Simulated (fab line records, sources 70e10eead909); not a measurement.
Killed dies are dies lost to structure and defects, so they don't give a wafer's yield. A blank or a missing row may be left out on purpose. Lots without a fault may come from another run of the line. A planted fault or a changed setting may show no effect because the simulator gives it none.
Chamber matching | flow nand_harc | NHARC_A_BONDPAD_CMP_29 on cmp-04: 4 sister chambers
The step polishes SiCN, target thk 200 nm. 14 wafers are shown with their chamber, then 7 later ones without.

WAFERS WITH THEIR CHAMBER
wafer  | chamber | motor_current_A (A) | retaining_ring_pressure_frac
L376.4 | 1       | 10.7                | 0.999
L376.5 | 3       | 10.9                | 0.993
L376.6 | 2       | 12.3                | 1.005
L378.1 | 0       | 13.8                | 1.003
L378.5 | 2       | 12.2                | 1.007
L378.6 | 3       | 10.5                | 0.998
L382.1 | 2       | 12.3                | 1.006
L382.4 | 0       | 13.0                | 1.002
L382.6 | 0       | 14.9                | 1.003
L384.2 | 1       | 11.1                | 0.997
L384.4 | 2       | 12.0                | 1.002
L384.6 | 3       | 11.2                | 1.001
L388.2 | 3       | 10.9                | 0.993
L388.3 | 1       | 11.1                | 1.007

SIGNATURES (means of the wafers above)
reading                      | chamber 0 | chamber 1 | chamber 2 | chamber 3 | scatter within a chamber
motor_current_A              | 13.900    | 10.967    | 12.200    | 10.875    | 0.473
retaining_ring_pressure_frac | 1.00267   | 1.00100   | 1.00500   | 0.99625   | 0.00343
Rule: a wafer's distance from a chamber is the root of the sum, over the readings, of the square of ((its reading less the chamber's mean) divided by the reading's scatter). The wafer belongs to the nearest chamber; if the next one is less than 2 further off, it can't be placed. The scatter: the root of (the sum of the squares of (reading less its chamber's mean) over the shown wafers, divided by (wafers less chambers)).

WAFERS WITHOUT THEIR CHAMBER
wafer  | motor_current_A (A) | retaining_ring_pressure_frac
L388.6 | 12.3                | 0.997
L391.4 | 14.6                | 1.002
L391.5 | 10.7                | 0.999
L391.6 | 13.8                | 1.000
L396.1 | 12.2                | 1.008
L396.2 | 10.7                | 0.997
L396.6 | 11.1                | 0.996

WHICH CHAMBER EACH WENT THROUGH
wafer  | from the rows above               | in truth
L388.6 | can't be placed: 2 or 3 or 1 or 0 | 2
L391.4 | 0                                 | 0
L391.5 | can't be placed: 1 or 3           | 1
L391.6 | 0                                 | 0
L396.1 | 2                                 | 2
L396.2 | can't be placed: 3 or 1           | 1
L396.6 | can't be placed: 3 or 1           | 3
Placed correctly: 3 of 7. Can't be placed from these rows: 4 (the true chamber is among the candidates in 4). Placed wrongly: 0.
